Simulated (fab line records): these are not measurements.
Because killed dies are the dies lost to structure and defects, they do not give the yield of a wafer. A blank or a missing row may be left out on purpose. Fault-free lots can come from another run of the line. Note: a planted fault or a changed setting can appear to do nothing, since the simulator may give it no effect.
fab line records -- flow n5Finfet
record lots=7, wafers=39
route steps=1938 shown DUMMY_GATE@246 SD_EPI_N@293 SD_EPI_P@321
startH: the number of hours between the record's first day and the start of the first shown wafer of the lot -- waitH: hours elapsed since this lot's preceding step -- " identical to the entry in the row above -- L1.1+2: several wafers, shown together as one row -- - value missing, or start not given -- * or withheld: withheld -- < > ~ a bound
route shown NAME@n: NAME is a module with steps in the file, n the number in the route of the first one -- usual: mean/standard deviation of fault-free wafers -- same: alike in all rows -- chamber/n: place in a boat -- sites: the reading at each site -- _std_site: standard deviation of those values -- _edge_site: outer sites' mean less inner sites' -- radiusMm: how far each site lies from the wafer's centre -- mask NAME#n: copy n -- behind: the most recent tool/chamber to have shaped the wafer -- hold: reason for holding the lot/hours on hold/outcome of the hold -- device: whichever transistor did not switch (one of n, p or np) -- end of line: at the end of the route, the tests of the same wafers -- where a step has no rows: the recipe by itself -- killed: the dies lost at the first sort to structure and to defects; this is not the yield of the wafer -- map: per-die view of a wafer (x killed, . not killed, _ where there is no die)
set.NAME: the run value of the setting; set.NAME@STEP: its run value at that earlier step -- model.NAME: the simulator's own value behind a step, which no gauge read
lots run with intentionally changed settings; tables by step, rows by wafer
## steps
# step N5_DUMMY_GATE_ETCH_32
# recipe chemistry=CF4, target=SiO2, targetDepthA=35, timeS=3.9, ionEnergyEv=350, pressureMtorr=10, icpW=800, biasW=400, cf4FlowSccm=80
lot.wafer,tool,chamber,startH,waitH,set.timeS,model.etch.depthNm
L077.1,rieSi-02,1,65.03,0.1,3.9,3.505
L077.2,rieSi-02,0,65.03,0.1,3.05,2.695
L077.3,rieSi-02,3,65.03,0.1,3.05,2.782
L077.4,rieSi-02,2,65.03,0.1,3.05,2.686
L077.5,rieSi-02,1,65.03,0.1,3.9,3.508
L077.6,rieSi-02,0,65.03,0.1,3.9,3.463
L081.1,rieSi-02,2,89.11,0.1,3.9,3.428
L081.2,rieSi-02,3,89.11,0.1,3.9,3.579
L081.5,rieSi-02,3,89.11,0.1,3.9,3.562
L082.1,rieSi-03,1,94.10,0.1,3.9,3.412
L082.2,rieSi-03,3,94.10,0.1,3.025,2.641
L082.3,rieSi-03,0,94.10,0.1,3.9,3.459
L082.4,rieSi-03,2,94.10,0.1,3.025,2.741
L082.5,rieSi-03,2,94.10,0.1,3.025,2.725
L082.6,rieSi-03,3,94.10,0.1,3.9,3.401
L083.1,rieSi-02,3,99.96,0.1,3.9,3.532
L083.2,rieSi-02,0,99.96,0.1,4.631,4.092
L083.3,rieSi-02,1,99.96,0.1,4.631,4.068
L083.4,rieSi-02,2,99.96,0.1,3.9,3.388
L083.5,rieSi-02,2,99.96,0.1,4.631,4.011
L083.6,rieSi-02,3,99.96,0.1,3.9,3.552
L085.1,rieSi-03,2,114.22,0.1,3.074,2.819
L085.2,rieSi-03,3,114.22,0.1,3.9,3.415
L085.3,rieSi-03,0,114.22,0.1,3.074,2.764
L085.4,rieSi-03,1,114.22,0.1,3.9,3.465
L085.5,rieSi-03,1,114.22,0.1,3.9,3.45
L085.6,rieSi-03,0,114.22,0.1,3.074,2.775
L090.1,rieSi-02,0,142.88,0.1,3.9,3.447
L090.2,rieSi-02,3,142.88,0.1,3.9,3.558
L090.3,rieSi-02,2,142.88,0.1,3.9,3.414
L090.4,rieSi-02,0,142.88,0.1,3.9,3.448
L090.5,rieSi-02,2,142.88,0.1,3.9,3.422
L090.6,rieSi-02,3,142.88,0.1,3.9,3.568
L092.1,rieSi-01,2,153.46,0.1,3.9,3.511
L092.2,rieSi-01,0,153.46,0.1,4.573,4.035
L092.3,rieSi-01,1,153.46,0.1,4.573,3.962
L092.4,rieSi-01,1,153.46,0.1,4.573,3.966
L092.5,rieSi-01,2,153.46,0.1,3.9,3.491
L092.6,rieSi-01,0,153.46,0.1,3.9,3.426
# step N5_SD_EPI_N_LINER_46
# recipe material=SiNx, targetThkA=30, tempC=400, aldPrecursorFamily=SiH2I2, aldCoReactant=N2/H2-plasma, pressureTorr=2
lot.wafer,tool,chamber,startH,waitH,set.targetThkA,model.SiNx_of_SD_EPI_N_LINER_46.thkNm
L077.1+2+4,aldSin-02,"1,2,3",71.16,0.3,33.94,3.4
L077.3+5+6,aldSin-02,"0,3,2",71.16,0.3,30,3
L081.1+2+5,aldSin-04,"2,0,0",94.77,0.6,30,3
L082.1+5+6,aldSin-04,"2,3,0",99.61,0.5,30,3
L082.2+3+4,aldSin-04,"3,1,0",99.61,0.5,27.57,2.8
L083.1+3+6,aldSin-04,"2,3,3",106.39,0.2,32,3.2
L083.2+4+5,aldSin-04,"0,1,2",106.39,0.2,30,3
L085.1+2+3+4+5+6,aldSin-04,"0,3,2,1,2,1",119.54,0.2,30,3
L090.1+3+5,aldSin-02,"2,1,0",148.10,0.2,30,3
L090.2+4+6,aldSin-02,"0,3,3",148.10,0.2,32.83,3.2
L092.1+3+4,aldSin-01,"2,1,3",159.57,0.2,26.64,2.6
L092.2+5+6,aldSin-01,"0,0,3",159.57,0.2,30,3
# step N5_SD_EPI_P_EPI_21
# recipe material=SiGe:B, dopant=B, tempC=550, pressureTorr=20, ambient=H2, timeS=355
lot.wafer,tool,chamber,startH,waitH,set.tempC,model.SiGe-B_of_SD_EPI_P_EPI_21.thkNm
L077.1,epiRpcvd-03,0,73.28,0.1,550,61
L077.2,epiRpcvd-03,0,73.28,0.1,547.1,57.4
L077.3+5,epiRpcvd-03,0,73.28,0.1,547.1,57
L077.4,epiRpcvd-03,0,73.28,0.1,550,60.4
L077.6,epiRpcvd-03,0,73.28,0.1,550,61.2
L081.1,epiRpcvd-03,0,96.86,0.1,550,59.8
L081.2,epiRpcvd-03,0,96.86,0.1,550,60.4
L081.5,epiRpcvd-03,0,98.30,1.5,550,60.2
L082.1,epiRpcvd-04,0,101.70,0.1,546.2,56.2
L082.2+5,epiRpcvd-04,0,101.70,0.1,546.2,56.8
L082.3,epiRpcvd-04,0,101.70,0.1,550,61.6
L082.4,epiRpcvd-04,0,101.70,0.1,550,61.4
L082.6,epiRpcvd-04,0,101.70,0.1,550,62.2
L083.1,epiRpcvd-04,0,108.47,0.1,550,62
L083.2,epiRpcvd-04,0,108.47,0.1,546.8,58
L083.3,epiRpcvd-04,0,108.47,0.1,546.8,56.6
L083.4,epiRpcvd-04,0,108.47,0.1,546.8,57.2
L083.5,epiRpcvd-04,0,108.47,0.1,550,60.8
L083.6,epiRpcvd-04,0,108.47,0.1,550,61.4
L085.1,epiRpcvd-03,0,121.62,0.1,552.9,65
L085.2+3,epiRpcvd-03,0,121.62,0.1,550,60.4
L085.4,epiRpcvd-03,0,121.62,0.1,552.9,64.4
L085.5,epiRpcvd-03,0,121.62,0.1,552.9,65.2
L085.6,epiRpcvd-03,0,121.62,0.1,550,60.8
L090.1,epiRpcvd-04,0,150.06,0.1,550,61.8
L090.2,epiRpcvd-04,0,150.06,0.1,550,61
L090.3+4,epiRpcvd-04,0,150.06,0.1,550,61.4
L090.5,epiRpcvd-04,0,150.06,0.1,550,61.6
L090.6,epiRpcvd-04,0,150.06,0.1,550,61.2
L092.1+6,epiRpcvd-04,0,161.70,0.1,552.2,63.4
L092.2,epiRpcvd-04,0,161.70,0.1,552.2,64.6
L092.3,epiRpcvd-04,0,161.70,0.1,550,61.8
L092.4,epiRpcvd-04,0,161.70,0.1,550,60.8
L092.5,epiRpcvd-04,0,161.70,0.1,550,61
# step N5_SD_EPI_P_EPI_MEAS_23
# recipe mode=xrd
# usual thkNm=61.1/1.2
lot.wafer,tool,chamber,startH,waitH,set.tempC@SD_EPI_P_EPI_21,thkNm
L077.1,filmMetro-02,-,75.47,1.8,550,60.0
L077.2,filmMetro-02,-,75.47,1.8,547.1,56.6
L077.3,filmMetro-02,-,75.47,1.8,547.1,56.1
L077.4,filmMetro-02,-,75.47,1.8,550,60.0
L077.5,filmMetro-02,-,75.47,1.8,547.1,57.3
L077.6,filmMetro-02,-,75.47,1.8,550,58.8
L081.1,filmMetro-01,-,99.06,1.8,550,59.0
L081.2,filmMetro-01,-,99.06,1.8,550,60.9
L081.5,filmMetro-01,-,99.06,1.8,550,60.6
L082.1,filmMetro-02,-,103.89,1.8,546.2,56.9
L082.2,filmMetro-02,-,103.89,1.8,546.2,57.2
L082.3,filmMetro-02,-,103.89,1.8,550,61.4
L082.4,filmMetro-02,-,103.89,1.8,550,62.3
L082.5,filmMetro-02,-,103.89,1.8,546.2,58.3
L082.6,filmMetro-02,-,103.89,1.8,550,61.8
L083.1,filmMetro-01,-,110.67,1.8,550,61.4
L083.2,filmMetro-01,-,110.67,1.8,546.8,57.8
L083.3,filmMetro-01,-,110.67,1.8,546.8,56.9
L083.4,filmMetro-01,-,110.67,1.8,546.8,56.5
L083.5,filmMetro-01,-,110.67,1.8,550,60.9
L083.6,filmMetro-01,-,110.67,1.8,550,60.2
L085.1,filmMetro-02,-,123.82,1.8,552.9,66.0
L085.2,filmMetro-02,-,123.82,1.8,550,60.7
L085.3,filmMetro-02,-,123.82,1.8,550,62.6
L085.4,filmMetro-02,-,123.82,1.8,552.9,63.2
L085.5,filmMetro-02,-,123.82,1.8,552.9,63.2
L085.6,filmMetro-02,-,123.82,1.8,550,60.5
L090.1,filmMetro-01,-,152.25,1.8,550,61.8
L090.2,filmMetro-01,-,152.25,1.8,550,62.1
L090.3,filmMetro-01,-,152.25,1.8,550,61.5
L090.4,filmMetro-01,-,152.25,1.8,550,63.1
L090.5,filmMetro-01,-,152.25,1.8,550,63.0
L090.6,filmMetro-01,-,152.25,1.8,550,61.8
L092.1,filmMetro-02,-,163.89,1.8,552.2,64.4
L092.2,filmMetro-02,-,163.89,1.8,552.2,63.8
L092.3,filmMetro-02,-,163.89,1.8,550,62.2
L092.4,filmMetro-02,-,163.89,1.8,550,60.7
L092.5,filmMetro-02,-,163.89,1.8,550,61.0
L092.6,filmMetro-02,-,163.89,1.8,552.2,64.9
# step N5_SD_EPI_P_HM_STRIP_48
# recipe chemistry=H3PO4, tempC=160, material=SiNx, target=SiNx, targetDepthA=30, overetchFraction=0.3
lot.wafer,tool,chamber,startH,waitH,set.tempC@SD_EPI_P_EPI_21,model.SiGe-B_of_SD_EPI_P_EPI_21.thkNm
L077.1,wetBench-03,1,75.51,0.0,550,60.6
L077.2,wetBench-03,4,75.51,0.0,547.1,57
L077.3,wetBench-03,2,75.51,0.0,547.1,56.6
L077.4,wetBench-03,6,75.51,0.0,550,60
L077.5,wetBench-03,5,75.51,0.0,547.1,56.8
L077.6,wetBench-03,3,75.51,0.0,550,61
L081.1,wetBench-02,0,99.09,0.0,550,59.6
L081.2,wetBench-02,5,99.09,0.0,550,60.2
L081.5,wetBench-02,6,99.09,0.0,550,59.8
L082.1,wetBench-02,0,103.93,0.0,546.2,55.8
L082.2+5,wetBench-02,"7,4",103.93,0.0,546.2,56.6
L082.3,wetBench-02,1,103.93,0.0,550,61.4
L082.4,wetBench-02,2,103.93,0.0,550,61.2
L082.6,wetBench-02,3,103.93,0.0,550,61.8
L083.1,wetBench-02,6,110.71,0.0,550,61.8
L083.2,wetBench-02,7,110.71,0.0,546.8,57.6
L083.3,wetBench-02,5,110.71,0.0,546.8,56.2
L083.4,wetBench-02,3,110.71,0.0,546.8,57
L083.5,wetBench-02,4,110.71,0.0,550,60.6
L083.6,wetBench-02,2,110.71,0.0,550,61
L085.1,wetBench-04,7,123.85,0.0,552.9,64.8
L085.2+3,wetBench-04,"2,0",123.85,0.0,550,60
L085.4,wetBench-04,3,123.85,0.0,552.9,64.2
L085.5,wetBench-04,6,123.85,0.0,552.9,65
L085.6,wetBench-04,1,123.85,0.0,550,60.6
L090.1,wetBench-03,4,152.29,0.0,550,61.4
L090.2,wetBench-03,2,152.29,0.0,550,60.8
L090.3+4+5,wetBench-03,"5,1,3",152.29,0.0,550,61.2
L090.6,wetBench-03,0,152.29,0.0,550,61
L092.1+6,wetBench-04,"6,5",163.93,0.0,552.2,63.2
L092.2,wetBench-04,4,163.93,0.0,552.2,64.4
L092.3,wetBench-04,7,163.93,0.0,550,61.4
L092.4,wetBench-04,3,163.93,0.0,550,60.4
L092.5,wetBench-04,2,163.93,0.0,550,60.8
## key
split step=N5_DUMMY_GATE_ETCH_32, setting=timeS, stated=3.9, by=wafer
response step=N5_DUMMY_GATE_ETCH_32, reading=model.etch.depthNm, change=+0.032, per=1%, r=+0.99
split step=N5_SD_EPI_N_LINER_46, setting=targetThkA, stated=30, by=wafer
response step=N5_SD_EPI_N_LINER_46, reading=model.SiNx_of_SD_EPI_N_LINER_46.thkNm, change=+0.0293, per=1%, r=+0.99
split step=N5_SD_EPI_P_EPI_21, setting=tempC, stated=550, by=wafer
response step=N5_SD_EPI_P_EPI_21, reading=model.SiGe-B_of_SD_EPI_P_EPI_21.thkNm, change=+7.34, per=1%, r=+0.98
response step=N5_SD_EPI_P_EPI_MEAS_23, reading=thkNm, change=*, per=1%, r=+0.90
response step=N5_SD_EPI_P_HM_STRIP_48, reading=model.SiGe-B_of_SD_EPI_P_EPI_21.thkNm, change=+7.45, per=1%, r=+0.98
